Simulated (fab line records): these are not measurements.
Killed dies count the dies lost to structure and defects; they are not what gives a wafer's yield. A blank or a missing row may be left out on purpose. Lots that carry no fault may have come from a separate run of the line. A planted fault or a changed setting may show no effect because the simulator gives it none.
Chamber matching :: flow n5_finfet :: ald_sin-01 running N5_BEOL_M4_ALD_98: 4 sister chambers
The step deposits SiO2, target thk 2.5 nm, pulse time 1 s, co reactant pulse time 1 s. 4 wafers are shown with their chamber, then 9 later ones without.

## EACH WAFER AND ITS CHAMBER
wafer: L085.2
chamber: 1
heater_power_w (W): 83

wafer: L087.3
chamber: 0
heater_power_w (W): 89

wafer: L087.5
chamber: 2
heater_power_w (W): 75

wafer: L087.6
chamber: 3
heater_power_w (W): 74

## WAFERS MISSING THEIR CHAMBER
wafer: L088.1
heater_power_w (W): 72

wafer: L088.2
heater_power_w (W): 83

wafer: L088.5
heater_power_w (W): 76

wafer: L093.1
heater_power_w (W): 88

wafer: L093.4
heater_power_w (W): 75

wafer: L093.5
heater_power_w (W): 72

wafer: L095.2
heater_power_w (W): 74

wafer: L095.3
heater_power_w (W): 83

wafer: L095.5
heater_power_w (W): 83

## EACH ONE'S CHAMBER
wafer: L088.1
from the rows above: can't be placed: 3 or 2
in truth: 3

wafer: L088.2
from the rows above: 1
in truth: 1

wafer: L088.5
from the rows above: can't be placed: 2 or 3
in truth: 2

wafer: L093.1
from the rows above: 0
in truth: 0

wafer: L093.4
from the rows above: can't be placed: 2 or 3
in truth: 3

wafer: L093.5
from the rows above: can't be placed: 3 or 2
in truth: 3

wafer: L095.2
from the rows above: can't be placed: 3 or 2
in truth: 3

wafer: L095.3
from the rows above: 1
in truth: 1

wafer: L095.5
from the rows above: 1
in truth: 1
4 of 9 placed correctly. These rows do not allow placing 5 (true chamber among the candidates in 5). Placed wrongly: 0.
How it was worked out, from the rows above alone: a wafer's distance from a chamber is the root of the sum, over the readings, of the square of ((its reading less the chamber's mean) divided by the reading's scatter). If the next closest chamber is less than 2 further off than the closest, the wafer can't be placed; otherwise it belongs to the closest. For every chamber, the mean is computed from those of its wafers that are shown. The scatter: with one shown wafer a chamber, the root of the mean of the squares of how far each hidden wafer lies from its nearest shown one.
